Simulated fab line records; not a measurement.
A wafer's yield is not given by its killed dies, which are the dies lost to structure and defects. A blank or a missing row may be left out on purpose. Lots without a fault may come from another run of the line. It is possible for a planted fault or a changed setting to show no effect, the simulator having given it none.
Lot-split experiment | flow n5-finfet | 39 wafers read from 7 lots, route of 1938 steps

THE SPLIT
At N5_FIN_SAQP_HM_DEP_72 (deposits SiO2 from SiH4/N2O, target thk 12 nm, time 7.2 s), the setting time-s was moved away from the recipe's 7.2 s on 12 of the 39 wafers read, by -12.4% to +15.4%. For the rest of the wafers, this setting stayed at what the recipe calls for.

FROM THE SPLIT TO THE READING: what the file shows between them, 4 steps
- N5_FIN_SAQP_COAT_49: time 60 s, resist thk 100 nm
- N5_FIN_SAQP_COAT_50: time 60 s, resist thk 35 nm
- N5_FIN_SAQP_ETCH_52: etches SOC in N2/H2, target depth 100 nm, overetch 20 nm, time 150 s
- N5_FIN_SAQP_STRIP_53: strips in N2/H2

THE READING
etch.depth-nm (the simulator's own value, which no gauge read), in nm, at N5_FIN_SAQP_HM_OPEN_73 (chemistry CHF3/O2, target SiO2, stops on a-Si, target depth 12 nm, time 16.8 s). There is no usual value for it anywhere in the file. Across the 27 wafers here that went through the recipe, the average is 11.90 nm and the standard deviation 0.22 nm.

wafer  | tool, chamber at the split | time-s as run, s | against the recipe | etch.depth-nm, nm | against lot-mates on the recipe
L074.1 | pecvd-02, 0,1,1            | 7.2              | recipe             | 11.86             | -
L074.2 | pecvd-02, 0,1,1            | 7.2              | recipe             | 11.86             | -
L074.4 | pecvd-02, 0,1,1            | 7.2              | recipe             | 11.86             | -
L074.3 | pecvd-02, 0                | 7.2              | recipe             | 12.24             | -
L074.5 | pecvd-02, 0                | 7.2              | recipe             | 12                | -
L074.6 | pecvd-02, 1                | 7.2              | recipe             | 12.19             | -
L080.1 | pecvd-01, 2                | 8.253            | +14.6%             | 13.74             | +1.61
L080.2 | pecvd-01, 0                | 8.253            | +14.6%             | 13.44             | +1.31
L080.3 | pecvd-01, 1                | 7.2              | recipe             | 11.97             | -
L080.4 | pecvd-01, 2                | 7.2              | recipe             | 12.25             | -
L080.5 | pecvd-01, 0                | 8.253            | +14.6%             | 13.68             | +1.55
L080.6 | pecvd-01, 1                | 7.2              | recipe             | 12.16             | -
L083.1 | pecvd-01, 0                | 7.2              | recipe             | 11.76             | -
L083.2 | pecvd-01, 2                | 7.2              | recipe             | 11.94             | -
L083.3 | pecvd-01, 0                | 7.2              | recipe             | 11.88             | -
L083.4 | pecvd-01, 2                | 8.099            | +12.5%             | 13.46             | +1.60
L083.5 | pecvd-01, 0                | 8.099            | +12.5%             | 13.38             | +1.52
L083.6 | pecvd-01, 2                | 8.099            | +12.5%             | 13.31             | +1.45
L086.1 | pecvd-01, 0                | 6.304            | -12.4%             | 10.14             | -1.83
L086.2 | pecvd-01, 2                | 7.2              | recipe             | 11.79             | -
L086.3 | pecvd-01, 2                | 7.2              | recipe             | 12.14             | -
L086.4 | pecvd-01, 0                | 6.304            | -12.4%             | 10.17             | -1.80
L086.5 | pecvd-01, 0                | 7.2              | recipe             | 11.98             | -
L086.6 | pecvd-01, 2                | 6.304            | -12.4%             | 10.6              | -1.37
L089.1 | pecvd-01, 1                | 7.2              | recipe             | 11.91             | -
L089.5 | pecvd-01, 2                | 7.2              | recipe             | 12.04             | -
L089.6 | pecvd-01, 1                | 7.2              | recipe             | 12.07             | -
L093.1 | pecvd-03, 1                | 7.2              | recipe             | 11.38             | -
L093.2 | pecvd-03, 0                | 7.2              | recipe             | 11.63             | -
L093.3 | pecvd-03, 2                | 7.2              | recipe             | 11.5              | -
L093.4 | pecvd-03, 2                | 7.2              | recipe             | 11.56             | -
L093.5 | pecvd-03, 0                | 7.2              | recipe             | 11.82             | -
L093.6 | pecvd-03, 1                | 7.2              | recipe             | 11.74             | -
L095.1 | pecvd-03, 0                | 7.2              | recipe             | 11.91             | -
L095.2 | pecvd-03, 1                | 7.2              | recipe             | 11.79             | -
L095.3 | pecvd-03, 2                | 8.309            | +15.4%             | 13.46             | +1.53
L095.4 | pecvd-03, 0                | 7.2              | recipe             | 12.08             | -
L095.5 | pecvd-03, 1                | 8.309            | +15.4%             | 14.05             | +2.12
L095.6 | pecvd-03, 2                | 8.309            | +15.4%             | 13.64             | +1.71
Rows listing several chambers each stand for several wafers; the file does not say which wafer went through which chamber.

THE FIT
A straight line over all 39 wafers: etch.depth-nm changes by +0.121 nm for each +1% of time-s; r = +0.97; the points scatter about the line by 0.21 nm.
The same after taking each lot's own level away (the mean of its wafers on the recipe; 39 wafers): +0.118 nm for each +1%; r = +0.98; scatter 0.17 nm.
The reading moves by 1.8 nm for the largest change in time-s, on that fit.
The lots' own levels span 11.605 to 12.127 nm, that is 2.4 times the standard deviation above.
Consequently the slope shifts little with the lot-to-lot level, the two slopes agreeing.
Check: for one of the wafers moved furthest among these (+15.4%), held out of the fit, the line's prediction against its lot-mates is +1.82 nm. It came out at +1.53 nm against them.

THE WHOLE CHAIN: every reading that the file lists as answering this split, in the file's order
step                   | what it does                                                                   | reading                                                                            | change (the file's fit)               | r (the file's)
N5_FIN_SAQP_HM_DEP_72  | deposits SiO2 from SiH4/N2O, target thk 12 nm, time 7.2 s                      | SiO2_of_FIN_SAQP_HM_DEP_72.thk-nm (the simulator's own value, which no gauge read) | +0.117 nm for each +1% of the setting | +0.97
N5_FIN_SAQP_HM_OPEN_73 | chemistry CHF3/O2, target SiO2, stops on a-Si, target depth 12 nm, time 16.8 s | etch.depth-nm (the simulator's own value, which no gauge read)                     | +0.117 nm for each +1% of the setting | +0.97

FILE'S OWN FIT
etch.depth-nm changes by +0.117 nm for each +1% of time-s, r = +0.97.
